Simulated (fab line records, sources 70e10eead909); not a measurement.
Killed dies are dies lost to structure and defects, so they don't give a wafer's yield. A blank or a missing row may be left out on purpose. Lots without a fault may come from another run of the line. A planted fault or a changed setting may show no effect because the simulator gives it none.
Chamber matching | flow nand_harc | NHARC_A_STAIRCASE_DESCUM_291 on rie_diel-03: 4 sister chambers
The step chemistry O2, time 3 s. 24 wafers are shown with their chamber, then 12 later ones without.

WAFERS WITH THEIR CHAMBER
wafer  | chamber | drypump_motor_current_A (A) | showerhead_plenum_p_Torr (Torr) | oes_product_au (a.u.)
L075.1 | 2       | 6.0                         | 2.06                            | 1.009
L075.2 | 0       | 5.6                         | 1.79                            | 1.009
L075.3 | 3       | 6.6                         | 2.07                            | 1.010
L074.1 | 3       | 6.6                         | 2.07                            | 0.993
L074.3 | 2       | 6.0                         | 2.06                            | 1.016
L074.4 | 1       | 6.1                         | 1.78                            | 1.002
L076.2 | 1       | 6.1                         | 1.77                            | 0.993
L076.5 | 1       | 6.1                         | 1.77                            | 0.996
L076.6 | 2       | 6.1                         | 2.05                            | 1.012
L077.2 | 3       | 6.6                         | 2.06                            | 0.985
L077.3 | 0       | 5.7                         | 1.78                            | 0.995
L077.5 | 1       | 6.1                         | 1.77                            | 0.995
L079.2 | 1       | 6.1                         | 1.77                            | 0.998
L079.3 | 0       | 5.7                         | 1.78                            | 1.005
L079.5 | 1       | 6.1                         | 1.77                            | 0.997
L080.1 | 2       | 6.0                         | 2.05                            | 1.014
L080.3 | 3       | 6.6                         | 2.06                            | 1.002
L080.6 | 3       | 6.6                         | 2.06                            | 1.008
L086.1 | 1       | 6.1                         | 2.07                            | 1.000
L086.3 | 0       | 5.7                         | 1.78                            | 1.015
L086.6 | 3       | 6.7                         | 2.05                            | 1.009
L088.3 | 1       | 6.1                         | 2.07                            | 0.997
L088.4 | 2       | 6.0                         | 2.04                            | 1.016
L088.5 | 0       | 5.7                         | 1.78                            | 1.008

SIGNATURES (means of the wafers above)
reading                  | chamber 0 | chamber 1 | chamber 2 | chamber 3 | scatter within a chamber
drypump_motor_current_A  | 5.680     | 6.100     | 6.020     | 6.617     | 0.0349
showerhead_plenum_p_Torr | 1.7820    | 1.8462    | 2.0520    | 2.0617    | 0.0819
oes_product_au           | 1.00640   | 0.99725   | 1.01340   | 1.00117   | 0.00641
Rule: a wafer's distance from a chamber is the root of the sum, over the readings, of the square of ((its reading less the chamber's mean) divided by the reading's scatter). The wafer belongs to the nearest chamber; if the next one is less than 2 further off, it can't be placed. The scatter: the root of (the sum of the squares of (reading less its chamber's mean) over the shown wafers, divided by (wafers less chambers)).

WAFERS WITHOUT THEIR CHAMBER
wafer  | drypump_motor_current_A (A) | showerhead_plenum_p_Torr (Torr) | oes_product_au (a.u.)
L091.2 | 6.1                         | 2.07                            | 0.997
L091.4 | 6.1                         | 2.04                            | 0.998
L091.5 | 5.7                         | 1.77                            | 0.994
L093.1 | 6.0                         | 2.03                            | 1.013
L093.4 | 6.6                         | 2.05                            | 0.996
L093.5 | 6.1                         | 2.07                            | 0.983
L095.2 | 6.0                         | 2.06                            | 0.997
L095.3 | 6.7                         | 2.05                            | 1.001
L095.6 | 6.1                         | 2.06                            | 1.007
L094.1 | 6.1                         | 2.03                            | 1.005
L094.2 | 6.1                         | 2.06                            | 0.991
L094.4 | 6.1                         | 2.06                            | 0.987

WHICH CHAMBER EACH WENT THROUGH
wafer  | from the rows above     | in truth
L091.2 | can't be placed: 1 or 2 | 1
L091.4 | can't be placed: 1 or 2 | 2
L091.5 | 0                       | 0
L093.1 | 2                       | 2
L093.4 | 3                       | 3
L093.5 | can't be placed: 1 or 2 | 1
L095.2 | can't be placed: 2 or 1 | 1
L095.3 | 3                       | 3
L095.6 | can't be placed: 2 or 1 | 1
L094.1 | can't be placed: 1 or 2 | 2
L094.2 | can't be placed: 1 or 2 | 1
L094.4 | can't be placed: 1 or 2 | 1
Placed correctly: 4 of 12. Can't be placed from these rows: 8 (the true chamber is among the candidates in 8). Placed wrongly: 0.
